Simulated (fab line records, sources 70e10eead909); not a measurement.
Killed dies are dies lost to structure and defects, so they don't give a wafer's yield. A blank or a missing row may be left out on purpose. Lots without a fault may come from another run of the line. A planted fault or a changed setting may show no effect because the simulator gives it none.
Problem report in the 8D (eight disciplines) form, filled by code | flow nand_harc | the parts of the form that need people (team, actions taken, sign-off) are left out

1. THE PROBLEM
thk_nm at NHARC_A_SOURCE_PLATE_THK_MEAS_06 reads a mean of 268.6 nm on 9 wafers of 3 lots; wafers without a fault read 200.1 nm with a standard deviation of 2. That is +34 standard deviations from the usual mean.
The step: measures by ellipsometry.
First seen on wafer L410.1, day 12 21:56, on film_metro-01. The record holds 33 wafers of 11 lots with a number at this step. Rule for "out", or "out of limits": more than 4 standard deviations from the usual mean. The other wafers with a number count as sound.

2. WHAT IT IS AND WHAT IT IS NOT
question                    | is                           | is not
which readings at this step | thk_nm                       | -
which lots                  | L410, L411, L412             | L399, L402, L405, L407, L408, L409, L413, L420
which wafers of those lots  | all that have a number       | -
read on which gauges        | film_metro-01, film_metro-02 | -
when                        | from day 12 21:56            | up to then (18 sound wafers); but 6 sound wafers of L413, L420 came after

3. SUSPECTS, AND WHAT RULES EACH OUT
Counting: a tool at a process step up to the reading stays a suspect if it ran every lot that is out and no sound lot after the first of them.
- the gauge at NHARC_A_SOURCE_PLATE_THK_MEAS_06: ruled out. The wafers that are out were read on 2 gauges (film_metro-01, film_metro-02).
- rie_diel-07 at NHARC_A_ZERO_WELL_DESCUM_12 (chemistry O2, time 3 s): ruled out as a lasting fault. Sound lots L413, L420 ran on it after its first lot that is out, L410 (day 11 21:39).
- lpcvd_poly-02 at NHARC_A_SOURCE_PLATE_CVD_03 (deposits poly-Si, target thk 200 nm, time 4000 s): ruled out as a lasting fault. Sound lots L420 ran on it after its first lot that is out, L410 (day 12 09:29).
Left after counting: nothing in the record.

4. THE CAUSE (what the simulator had put in)
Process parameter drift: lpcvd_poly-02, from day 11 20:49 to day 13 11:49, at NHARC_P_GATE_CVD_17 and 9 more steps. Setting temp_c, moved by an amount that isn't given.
Counting ruled it out, wrongly: the rule takes a fault to strike every lot that its tool runs from its start on, and this one did not.

5. THE CHAIN OF EFFECTS, in route order
Each row: a reading whose mean over the struck wafers that have a number lies more than 3 standard deviations from the usual. Only readings for which the record gives a usual standard deviation are gone through. hours: the time from each lot's start at the first step in this table that gives one to its start at this step, as a median over the lots. sigmas: the change in usual standard deviations.
hours | step                             | reading            | usual    | on struck wafers | change | sigmas
0     | NHARC_A_SOURCE_PLATE_CVD_03      | spike_tc_bottom_C  | 639.7 C  | 652.8            | +13.1  | +13
0     | NHARC_A_SOURCE_PLATE_CVD_03      | spike_tc_centre_C  | 621.2 C  | 635.1            | +13.9  | +9.9
0     | NHARC_A_SOURCE_PLATE_CVD_03      | spike_tc_lower_C   | 619.5 C  | 632.7            | +13.2  | +8.2
0     | NHARC_A_SOURCE_PLATE_CVD_03      | spike_tc_top_C     | 638.9 C  | 650.2            | +11.3  | +6.7
0     | NHARC_A_SOURCE_PLATE_CVD_03      | spike_tc_upper_C   | 619.2 C  | 631.8            | +12.6  | +13
0     | NHARC_A_SOURCE_PLATE_CVD_03      | tube_center_temp_C | 620 C    | 633              | +13    | +99 or more
12    | NHARC_A_SOURCE_PLATE_THK_MEAS_06 | thk_nm             | 200.1 nm | 268.6            | +68.5  | +34
The process steps in it:
- NHARC_A_SOURCE_PLATE_CVD_03: deposits poly-Si, target thk 200 nm, time 4000 s.
Later measuring or inspecting steps at which every struck wafer that the step has a row for has a number for every such reading, and none has moved that far: NHARC_A_ONON_D1_THK_MEAS_08, NHARC_END_SORT_01.

6. WHAT WOULD HAVE CAUGHT IT SOONER
In this record the first reading out of limits at a measuring or inspecting step was taken at day 12 21:56, 25 hours after the fault began at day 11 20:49.
The tool's own readings at NHARC_A_SOURCE_PLATE_CVD_03 were out on every struck wafer that the step has a row for (spike_tc_bottom_C, spike_tc_centre_C, spike_tc_lower_C, spike_tc_top_C, spike_tc_upper_C, tube_center_temp_C): an alarm limit on them would have fired on the first of those.
